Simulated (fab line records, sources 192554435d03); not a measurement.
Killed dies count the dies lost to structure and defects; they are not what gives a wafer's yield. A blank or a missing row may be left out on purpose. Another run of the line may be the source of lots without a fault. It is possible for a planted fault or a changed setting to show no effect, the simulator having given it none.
fab line records -- flow n5-finfet
record: lots: 4, wafers: 12, last-day: 17
route steps=1938 shown BEOL_M8@1368 BEOL_M9@1401 BEOL_M15@1830
lots with no fault: from the same line, run without faults
start-h: hours from the record's opening day to when the first of the lot's shown wafers began -- wait-h: hours since the lot's step before -- " the same as in the row above -- L1.1+2: several wafers, shown together as one row -- - no value present, or no start provided -- * or withheld: withheld -- < > ~ a bound
route shown NAME@n: a module of which the file shows steps, and the number in the route of the first -- usual: the fault-free wafers' mean and standard deviation -- same: alike in all rows -- chamber/n: place in a boat -- sites: per-site readings -- _std_site: their standard deviation -- _edge_site: inner sites' mean taken away from outer sites' mean -- radius-mm: how far each site lies from the wafer's centre -- mask NAME#n: copy n -- behind: the most recent tool/chamber to have shaped the wafer -- hold: why the lot was held/for how many hours/how that ended -- device: the n, p or np transistor that did not switch -- end of line: tests run on the same wafers once the route is complete -- a step without rows: its recipe alone -- killed: at the first sort, the dies lost to defects and structure; wafer yield is something else -- map: dies across one wafer; x = killed, . = not, _ = none there
set.NAME: the run value of the setting; set.NAME@STEP: its run value at that earlier step -- model.NAME: the simulator's own value behind a step, which no gauge read
certain route steps with their lots: each step a table, each wafer a row
services: the hour from which a tool's chamber was out of use, counted from the record's first day as start-h (under 0 if before that day), plus the number of hours and why
== steps ==
step: N5_BEOL_M8_DESCUM_33
recipe: chemistry: O2, time-s: 7, source-power-w: 50, bias-power-w: 20, pressure-mtorr: 20, rf-frequency-hz: 2.712e+07, temp-c: 40, resist: CAR-EUV, o2-flow-sccm: 225
step: N5_BEOL_M8_ETCH_72
recipe: chemistry: N2/H2, target: underlayer, target-depth-a: 65, mask-material: CAR-EUV, time-s: 5.2, ion-energy-ev: 200, pressure-mtorr: 30, source-w: 840, bias-w: 150, n2-flow-sccm: 200, h2-flow-sccm: 200, ends: cleared
step: N5_BEOL_M8_ETCH_65
recipe: chemistry: CF4, target: SiARC, target-depth-a: 156, mask-material: CAR-EUV, time-s: 26, ion-energy-ev: 80, pressure-mtorr: 40, source-w: 545, bias-w: 36, Ar_flow_sccm: 100, cf4-flow-sccm: 100, ends: cleared
step: N5_BEOL_M8_ETCH_66
recipe: chemistry: N2/H2, target: SOC, target-depth-a: 800, overetch-a: 160, mask-material: SiARC, temp-c: 40, time-s: 120, ion-energy-ev: 200, pressure-mtorr: 30, source-w: 840, bias-w: 150, n2-flow-sccm: 200, h2-flow-sccm: 200
step: N5_BEOL_M8_STRIP_69
recipe: chemistry: N2/H2, temp-c: 40, n2-flow-sccm: 200, h2-flow-sccm: 200, rf-frequency-hz: 6e+07
step: N5_BEOL_M8_STRIP_73
recipe: chemistry: N2/H2, temp-c: 40, n2-flow-sccm: 200, h2-flow-sccm: 200, rf-frequency-hz: 6e+07
step: N5_BEOL_M8_VIA_ETCH_34
recipe: chemistry: C4F6/O2, target: SiCOH_lowk, target-depth-a: 1255, mask-material: SOC, taper-deg: 4, time-s: 50.5, ion-energy-ev: 250, pressure-mtorr: 30, source-w: 345, bias-w: 185, Ar_flow_sccm: 300, C4F6_flow_sccm: 10, O2_flow_sccm: 10
step: N5_BEOL_M8_STRIP_76
recipe: chemistry: C4F6/O2, resist: SiARC, rf-frequency-hz: 6e+07
step: N5_BEOL_M8_STRIP_36
recipe: chemistry: N2/H2, power-w: 450, temp-c: 40, pressure-mtorr: 20, rf-frequency-hz: 6e+07, overash-fraction: 0.3, bias-power-w: 7, h2-frac: 0.5, n2-flow-sccm: 200, h2-flow-sccm: 200
step: N5_BEOL_M8_TRENCH_ETCH_37
recipe: chemistry: C4F6/O2, target-depth-a: 934.78, target: SiCOH_lowk, time-s: 31.2, ion-energy-ev: 250, pressure-mtorr: 30, source-w: 345, bias-w: 185, Ar_flow_sccm: 300, C4F6_flow_sccm: 10, O2_flow_sccm: 10
usual: drypump-motor-current-A: 5.8/0.43, mfc-ar-sccm: 300.0/0.89, oes-product-au: 0.77/0.09, rf-fwd-power-W: 340.0/1.9, rf-vpp-V: 665/4.7, run-length-s: 54.3/0.34, showerhead-plenum-p-Torr: 2.79/0.042, throttle-valve-pct: 20.93/0.27
lot.wafer,tool,chamber,start-h,wait-h,drypump-motor-current-A,mfc-ar-sccm,oes-product-au,rf-fwd-power-W,rf-hours-counter-h,rf-vpp-V,run-length-s,showerhead-plenum-p-Torr,throttle-valve-pct,model.etch.depth-nm,model.BEOL_M8.feature-depth-nm,model.TiN_of_BEOL_M8_HM_DEP_02.thk-nm
L315.4,rie-diel-05,2,206.47,-,5.2,300.6,0.72,341.3,187,666,54.9,2.71,21.00,93.29,93.2,17.2
L315.5,rie-diel-05,1,206.47,-,6.0,299.5,0.98,338.3,-,671,54.2,2.80,20.59,93.67,93.6,17.4
L315.6,rie-diel-05,0,206.47,-,5.1,300.5,0.67,342.5,-,656,54.2,2.80,20.87,91.76,91.8,17.6
L321.1,rie-diel-05,0,246.98,-,5.1,299.5,0.98,341.6,1,657,62.8,2.80,20.54,123.8,123.8,16.8
L321.2,rie-diel-05,2,246.98,-,5.1,299.3,0.70,341.2,205,665,54.4,2.71,21.02,93.88,93.8,17.8
L321.4,rie-diel-05,3,246.98,-,5.8,299.2,0.68,340.9,243,665,55.2,2.80,21.40,93.37,93.4,17.8
L322.2,rie-diel-05,2,255.83,-,5.1,300.9,0.70,343.1,207,666,54.3,2.70,21.00,93.31,93.4,17.4
L322.4,rie-diel-05,0,255.83,-,5.1,299.7,0.96,342.5,4,657,63.0,2.80,20.53,122.7,122.8,16.8
L322.6,rie-diel-05,1,255.83,-,6.0,300.1,0.92,337.4,-,671,54.6,2.79,20.63,96.17,96.2,17.4
L335.1,rie-diel-02,0,340.76,-,5.6,300.7,0.72,341.7,167,665,54.2,2.73,21.03,92.49,92.4,17.4
L335.3,rie-diel-02,1,340.76,-,6.1,301.0,0.68,340.2,218,669,54.3,2.82,20.78,91.02,91,17.4
L335.4,rie-diel-02,3,340.76,-,6.0,299.5,0.71,334.8,173,664,54.7,2.84,20.91,91.69,91.6,17.6
step: N5_BEOL_M8_ETCH_41
recipe: chemistry: CH3F/O2, target: SiCN, target-depth-a: 319, taper-deg: 2, time-s: 57.8, ion-energy-ev: 120, mask-material: TiN, pressure-mtorr: 30, source-w: 395, bias-w: 75, Ar_flow_sccm: 150, CH3F_flow_sccm: 30, O2_flow_sccm: 20
step: N5_BEOL_M8_STRIP_80
recipe: chemistry: N2/H2, time-s: 10, power-w: 450, temp-c: 40, pressure-mtorr: 20, rf-frequency-hz: 6e+07, bias-power-w: 7, n2-flow-sccm: 200, h2-flow-sccm: 200
step: N5_BEOL_M8_OCD_MEAS_38
usual: trench-depth-nm: 93.3/1.6
lot.wafer,tool,chamber,start-h,wait-h,trench-depth-nm
L315.4,ocd-01,-,206.63,-,93.3
L315.5,ocd-01,-,206.63,-,93.4
L315.6,ocd-01,-,206.63,-,92.3
L321.1,ocd-01,-,247.14,-,123.2
L321.2,ocd-01,-,247.14,-,93.7
L321.4,ocd-01,-,247.14,-,93.3
L322.2,ocd-01,-,255.98,-,93.3
L322.4,ocd-01,-,255.98,-,122.8
L322.6,ocd-01,-,255.98,-,96.0
L335.1,ocd-01,-,340.91,-,92.2
L335.3,ocd-01,-,340.91,-,91.1
L335.4,ocd-01,-,340.91,-,91.5
step: N5_BEOL_M8_HM_STRIP_39
recipe: chemistry: peroxide-tin-strip, material: TiN, target-depth-a: 250, temp-c: 50, time-s: 158
step: N5_BEOL_M8_SRD_40
recipe: time-s: 30, temp-c: 23, rinse-liquid: diw, dry: ipa-marangoni
step: N5_BEOL_M8_PRECLEAN_42
recipe: chemistry: residue-remover, time-s: 60, temp-c: 40
step: N5_BEOL_M8_SRD_43
recipe: time-s: 30, temp-c: 23, rinse-liquid: diw, dry: ipa-marangoni
step: N5_BEOL_M8_CURE_75
recipe: temp-c: 370, time-s: 120, ambient: DMADMS/He, material: SiCOH_lowk
step: N5_BEOL_M8_DEGAS_44
recipe: ambient: vacuum, temp-c: 250, time-s: 60
step: N5_BEOL_M8_PRE_CLEAN_45
recipe: gas: H2/He, time-s: 30, temp-c: 250
step: N5_BEOL_M8_ALD_77
recipe: material: TaN, target-thk-a: 20, temp-c: 275, ald-precursor-family: PDMAT, ald-co-reactant: NH3, pressure-torr: 3, carrier-flow-sccm: 1500, pulse-time-s: 2, purge-time-s: 3, co-reactant-purge-time-s: 2, co-reactant-pulse-time-s: 3, ald-cycles: 40, precursor-vessel-temp-c: 75, precursor-vessel-pressure-torr: 26.25, precursor-vessel-carrier-sccm: 1000
step: N5_BEOL_M8_SURFACE_TREAT_79
recipe: gas: Ar, time-s: *, ion-energy-ev: *, ion-current-ma-cm2: 0.5, pressure-mtorr: *, ar-flow-sccm: 30
step: N5_BEOL_M8_CVD_78
recipe: material: Co, target-thk-a: 20, temp-c: withheld, precursor: CCTBA/H2, pressure-torr: 30, time-s: 142.3
step: N5_BEOL_M8_SPUTTER_48
recipe: material: Cu, target-thk-a: 100, temp-c: -20, bias-v: 60, power-w: 26000, chamber-pressure-pa: 0.13, time-s: 1.667
step: N5_BEOL_M8_ECD_50
recipe: material: Cu, target-thk-a: 3000
step: N5_BEOL_M8_ANNEAL_51
recipe: temp-c: 225, time-s: 90, ambient: N2
step: N5_BEOL_M8_CMP_52
recipe: stop-on: SiCOH_lowk, t-overpolish-s: 6.9, down-force-psi: 1, platen-rpm: 50, clearing-platen-down-force-psi: 1.5, clearing-platen-rpm: 50, post-cmp-clean: cu-alkaline, target-thk-nm: 80, clearing-platen-pad-velocity-m-s: 0.99484, pad-velocity-m-s: 0.99484
usual: barrier-field-endpoint-s: 29.0/0.75, clearing-platen-down-force-psi: 1.4997/0.003, head-pressure-psi: 1.0002/0.0021, motor-current-A: 6.1/0.73, overpolish-run-s: 6.898/0.0094, slurry-flow-ml-min: 150.0/0.5, time-to-endpoint-s: 63.6/2.4
lot.wafer,tool,chamber,start-h,wait-h,barrier-field-endpoint-s,clearing-platen-down-force-psi,head-pressure-psi,motor-current-A,overpolish-run-s,slurry-flow-ml-min,time-to-endpoint-s,model.Cu_of_BEOL_M8_ECD_50.thk-nm
L315.4,cmp-04,2,209.07,0.1,30.1,1.4991,1.0023,5.6,6.893,150.4,63.0,79.4
L315.5,cmp-04,2,209.07,0.1,29.2,1.5069,1.0025,5.7,6.898,150.7,60.2,79
L315.6,cmp-04,3,209.07,0.1,28.7,1.5035,0.9998,5.3,6.907,149.5,62.2,80.4
L321.4,cmp-03,0,249.16,0.1,28.7,1.5017,1.0004,6.3,6.896,149.8,66.1,81
L321.2,cmp-03,1,249.16,0.1,28.0,1.4984,1.0029,5.2,6.902,149.7,60.8,81.8
L321.1,cmp-03,2,249.16,0.1,28.7,1.4994,0.9983,6.9,6.909,150.8,62.3,111.8
L322.2,cmp-04,1,258.25,0.2,27.8,1.4997,1.0017,6.1,6.892,149.9,63.5,80
L322.4,cmp-04,2,258.25,0.2,27.8,1.4988,0.9993,5.7,6.891,150.7,60.8,109
L322.6,cmp-04,1,258.25,0.2,28.0,1.5024,1.0028,6.0,6.905,150.0,60.3,83
L335.4,cmp-03,2,343.25,0.1,29.3,1.5013,1.0004,6.6,6.900,150.1,66.5,78.4
L335.1,cmp-03,3,343.25,0.1,28.6,1.4970,1.0009,7.7,6.901,150.4,65.0,78.8
L335.3,cmp-03,0,343.25,0.1,29.2,1.5017,0.9986,6.3,6.897,149.8,65.0,78.6
step: N5_BEOL_M8_THK_MEAS_53
recipe: thk-meas-gauge: xrf, reads: Cu_of_BEOL_M8_ECD_50
usual: M8_THK: 79.4/1.9
lot.wafer,tool,chamber,start-h,wait-h,M8_THK[nm]
L315.4,film-metro-02,-,209.37,-,77.3
L315.5,film-metro-02,-,209.37,-,76.6
L315.6,film-metro-02,-,209.37,-,78.2
L321.1,film-metro-02,-,249.45,-,110.3
L321.2,film-metro-02,-,249.45,-,81.3
L321.4,film-metro-02,-,249.45,-,80.0
L322.2,film-metro-01,-,258.55,-,79.8
L322.4,film-metro-01,-,258.55,-,108.9
L322.6,film-metro-01,-,258.55,-,82.8
L335.1,film-metro-01,-,343.54,-,78.3
L335.3,film-metro-01,-,343.54,-,77.9
L335.4,film-metro-01,-,343.54,-,78.1
step: N5_BEOL_M8_PRE_CLEAN_55
recipe: gas: NH3, time-s: 15, temp-c: withheld, rf-power-w: 300
step: N5_BEOL_M8_DEP_56
recipe: material: SiCN, target-thk-a: 100, temp-c: withheld, precursor: 3MS/NH3, pressure-torr: 3, rf-w: 202, time-s: 17.5
step: N5_BEOL_M8_RS_MEAS_57
recipe: thk-meas-gauge: four-point-probe, reads: Cu_of_BEOL_M8_ECD_50+Co_of_BEOL_M8_CVD_78+TaN_of_BEOL_M8_ALD_77
usual: M8_RS: 0.285/0.0075
lot.wafer,tool,chamber,start-h,wait-h,M8_RS[ohm/sq]
L315.4,film-metro-01,-,209.50,0.0,0.288
L315.5,film-metro-01,-,209.50,0.0,0.290
L315.6,film-metro-01,-,209.50,0.0,0.284
L321.1,film-metro-02,-,249.58,0.1,0.194
L321.2,film-metro-02,-,249.58,0.1,0.279
L321.4,film-metro-02,-,249.58,0.1,0.282
L322.2,film-metro-01,-,258.68,0.1,0.285
L322.4,film-metro-01,-,258.68,0.1,0.200
L322.6,film-metro-01,-,258.68,0.1,0.273
L335.1,film-metro-01,-,343.67,0.1,0.291
L335.3,film-metro-01,-,343.67,0.1,0.292
L335.4,film-metro-01,-,343.67,0.1,0.293
step: N5_BEOL_M9_ILD_DEP_00
recipe: material: SiCOH_lowk, target-thk-a: 3085.1, temp-c: 300, precursor: DEMS/porogen, pressure-torr: 5, rf-w: 500, time-s: 58
step: N5_BEOL_M9_CURE_71
recipe: temp-c: 385, time-s: 240, ambient: He/Ar, material: SiCOH_lowk
step: N5_BEOL_M9_PECVD_70
recipe: material: SiO2, target-thk-a: 200, temp-c: 400, precursor: TEOS/O2, pressure-torr: 5.5, rf-w: 450, teos-flow-sccm: 53.8, gas: O2, flow-sccm: 3000, time-s: 22.7
step: N5_BEOL_M9_HM_DEP_02
recipe: material: TiN, target-thk-a: 200, temp-c: 25, chamber-pressure-pa: 0.49996
step: N5_BEOL_M9_COAT_59
recipe: resist: SOC, temp-c: 250, time-s: 60, spin-rpm: 1500, resist-thk-nm: 100
step: N5_BEOL_M15_RC_MEAS_101
usual: etest-temp-c: 25.01/0.11, COMB_M10: 1.5e-11/3.5e-12, COMB_M11: 1.5e-11/3.1e-12, COMB_M11_max_site: 2.1e-11/5.1e-12, COMB_M12: 6.1e-12/1.5e-12, COMB_M13: 4.9e-12/1e-12, COMB_M14: 3.6e-12/9.2e-13, COMB_M15: 2.5e-12/7.2e-13, COMB_M5: 3.6e-11/8.2e-12, COMB_M6: 2.4e-11/4.7e-12, COMB_M7: 2.6e-11/5.5e-12, COMB_M9: 1.45e-11/2.6e-12, SERP_M10: 3.06/0.083, SERP_M11: 3.07/0.061, SERP_M12: 0.637/0.015, SERP_M13: 0.308/0.0056, SERP_M14: 0.160/0.0033, SERP_M5: 38.7/1.3, SERP_M6: 13.6/0.48, SERP_M6_max_site: 14.2/0.53, SERP_M7: 13.8/0.4, SERP_M8: 13.9/0.48, SERP_M8_max_site: 14.4/0.5, SERP_M9: 3.05/0.063
lot.wafer,tool,chamber,start-h,wait-h,etest-temp-c,COMB_M10[S/m],COMB_M11[S/m],COMB_M11_max_site[S/m],COMB_M12[S/m],COMB_M13[S/m],COMB_M14[S/m],COMB_M15[S/m],COMB_M5[S/m],COMB_M6[S/m],COMB_M7[S/m],COMB_M9[S/m],SERP_M10[ohm/um],SERP_M11[ohm/um],SERP_M12[ohm/um],SERP_M13[ohm/um],SERP_M14[ohm/um],SERP_M5[ohm/um],SERP_M6[ohm/um],SERP_M6_max_site[ohm/um],SERP_M7[ohm/um],SERP_M8[ohm/um],SERP_M8_max_site[ohm/um],SERP_M9[ohm/um]
L315.4,prober-01,0,264.38,0.5,24.91,1e-11,1.8e-11,2e-11,5.4e-12,5.3e-12,2.1e-12,1.8e-12,2.6e-11,1.8e-11,2e-11,1.24e-11,3.05,3.11,0.625,0.307,0.166,38.6,14.0,14.7,14.0,13.9,14.7,3.06
L315.5,prober-01,0,264.38,0.5,25.10,1.7e-11,1.9e-11,4.1e-11,8.3e-12,4.8e-12,3.1e-12,2.1e-12,2.4e-11,2.3e-11,2.6e-11,1.36e-11,3.12,2.98,0.648,0.317,0.158,40.4,13.3,13.8,14.2,14.5,14.8,3.11
L315.6,prober-01,0,264.38,0.5,25.02,1.7e-11,2.4e-11,3e-11,4.5e-12,5.1e-12,3.3e-12,2.5e-12,2.9e-11,1.5e-11,2.7e-11,1.46e-11,3.06,3.03,0.644,0.308,0.163,38.2,13.7,14.0,14.0,13.9,14.4,3.09
L321.1,prober-02,0,300.01,0.0,25.08,1.5e-11,1.6e-11,2e-11,1.02e-11,6.1e-12,5.3e-12,3.6e-12,3.7e-11,2.7e-11,2.7e-11,1.37e-11,3.09,3.15,0.643,0.298,0.154,39.8,13.7,14.5,15.2,9.4,10.2,3.07
L321.2,prober-02,0,300.01,0.0,25.20,1.7e-11,1.7e-11,2.2e-11,6.5e-12,6.8e-12,5.3e-12,2.8e-12,3.1e-11,2.1e-11,3.3e-11,1.36e-11,3.03,3.04,0.621,0.310,0.161,39.1,13.4,14.7,14.0,13.6,13.9,3.00
L321.4,prober-02,0,300.01,0.0,25.04,2.1e-11,2.3e-11,3.2e-11,7.4e-12,5.6e-12,5.6e-12,3.9e-12,3.6e-11,2.4e-11,3.1e-11,1.43e-11,2.96,2.97,0.638,0.308,0.160,38.3,13.6,14.2,14.6,14.0,14.0,2.99
L322.2,prober-01,0,306.82,0.2,24.87,1.4e-11,1.6e-11,2.4e-11,4.2e-12,4.3e-12,3.3e-12,2e-12,3e-11,3.4e-11,2.8e-11,1.84e-11,3.01,3.05,0.643,0.303,0.159,40.2,14.5,15.1,13.7,13.7,14.2,3.14
L322.4,prober-01,0,306.82,0.2,24.90,1.1e-11,1.4e-11,1.6e-11,3.7e-12,5.2e-12,2.9e-12,1.8e-12,4.2e-11,2.4e-11,2.4e-11,1.87e-11,3.10,2.98,0.630,0.313,0.156,41.0,14.1,14.6,14.4,9.8,10.1,3.04
L322.6,prober-01,0,306.82,0.2,25.08,1.1e-11,1.6e-11,2e-11,5.6e-12,5e-12,3.2e-12,2.3e-12,4.6e-11,2.1e-11,2.6e-11,1.69e-11,3.13,3.07,0.631,0.312,0.161,40.4,14.3,15.1,13.2,13.3,13.7,3.15
L335.1,prober-01,0,394.22,0.0,25.05,1.6e-11,1.1e-11,1.8e-11,8.5e-12,3.7e-12,2.9e-12,2.4e-12,4.3e-11,2.1e-11,2.4e-11,1.49e-11,3.12,3.12,0.614,0.304,0.163,39.1,13.8,14.4,13.8,14.1,14.6,3.09
L335.3,prober-01,0,394.22,0.0,24.95,1.2e-11,1.4e-11,2.2e-11,5e-12,4e-12,2.2e-12,1.9e-12,4e-11,1.8e-11,2.8e-11,1.4e-11,3.00,3.05,0.619,0.303,0.155,38.7,13.4,13.6,13.4,14.4,15.3,2.98
L335.4,prober-01,0,394.22,0.0,24.97,1.4e-11,1.4e-11,1.8e-11,6.9e-12,5.4e-12,3.8e-12,1.6e-12,3.3e-11,2.1e-11,3.5e-11,1.54e-11,2.98,3.13,0.643,0.301,0.161,41.5,14.1,14.2,13.6,14.6,15.1,3.09
sites SERP_M8 radius-mm=0,75,75,75,75,140,140,140,140
L315.4 14.1 13.9 14.1 13.9 14.7 13.0 13.8 13.4 13.5
L321.1 8.6 9.1 9.0 9.4 9.2 10.0 9.9 10.2 9.8
L322.2 14.2 13.8 13.9 13.7 14.2 13.3 13.4 13.1 13.3
L335.1 13.4 14.1 13.7 13.7 14.5 14.6 14.4 14.0 14.4
== services ==
tool,chamber,start-h,hours,kind
rie-diel-05,1,184.07,-,clean
rie-diel-05,1,184.07,-,consumable-replace:focus-ring
rie-diel-05,1,184.07,21.9,scheduled-down
rie-diel-05,1,184.07,21.9,vent-cycle
rie-diel-05,3,217.36,2.8,repair
rie-diel-05,0,221.67,-,clean
rie-diel-05,0,221.67,-,consumable-replace:focus-ring
rie-diel-05,0,221.67,19.9,scheduled-down
rie-diel-05,0,221.67,19.9,vent-cycle
cmp-04,-,232.63,0.3,repair
cmp-04,-,246.71,8.5,pm
rie-diel-05,3,265.74,-,clean
rie-diel-05,3,265.74,-,consumable-replace:focus-ring
rie-diel-05,3,265.74,15.5,scheduled-down
rie-diel-05,3,265.74,15.5,vent-cycle
cmp-03,-,269.07,4.0,pm
rie-diel-05,-,271.96,10.0,pm
cmp-03,-,273.07,-,consumable-replace:conditioner
cmp-03,-,273.07,-,consumable-replace:pad
cmp-03,-,290.07,0.6,repair
rie-diel-05,3,292.57,28.2,repair
rie-diel-05,-,311.93,2.8,pm
rie-diel-05,3,321.20,7.7,repair
== key ==
first-sign: step: N5_BEOL_M8_TRENCH_ETCH_37, reading: run-length-s, direction: up, sigmas: 26, usual: *, struck: *
effect: step: N5_BEOL_M8_OCD_MEAS_38, reading: trench-depth-nm, direction: up, sigmas: 18, usual: 93.3, struck: 123.0
effect: step: N5_BEOL_M8_THK_MEAS_53, reading: M8_THK, direction: up, sigmas: 16, usual: 79.4, struck: 109.6
effect: step: N5_BEOL_M8_RS_MEAS_57, reading: M8_RS, direction: down, sigmas: 12, usual: 0.285, struck: 0.197
effect: step: N5_BEOL_M15_RC_MEAS_101, reading: SERP_M8, direction: down, sigmas: 8.9, usual: 13.9, struck: 9.6
model-effect: step: N5_BEOL_M8_TRENCH_ETCH_37, value: etch.depth-nm, without: 95.15, struck: 123.3
model-effect: step: N5_BEOL_M8_CMP_52, value: Cu_of_BEOL_M8_ECD_50.thk-nm, without: 82.3, struck: 110.4
met-at N5_BEOL_M8_TRENCH_ETCH_37
struck-wafers L321.1,L322.4
onset-between 206.47 246.98
fault: kind: process-parameter-drift, tool: rie-diel-05, chamber: 0, onset-h: 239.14, steps: N5_BEOL_M8_TRENCH_ETCH_37, channel: time-s, offset: *, shape: step, end-h: 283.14, acts-in: *, stated: *
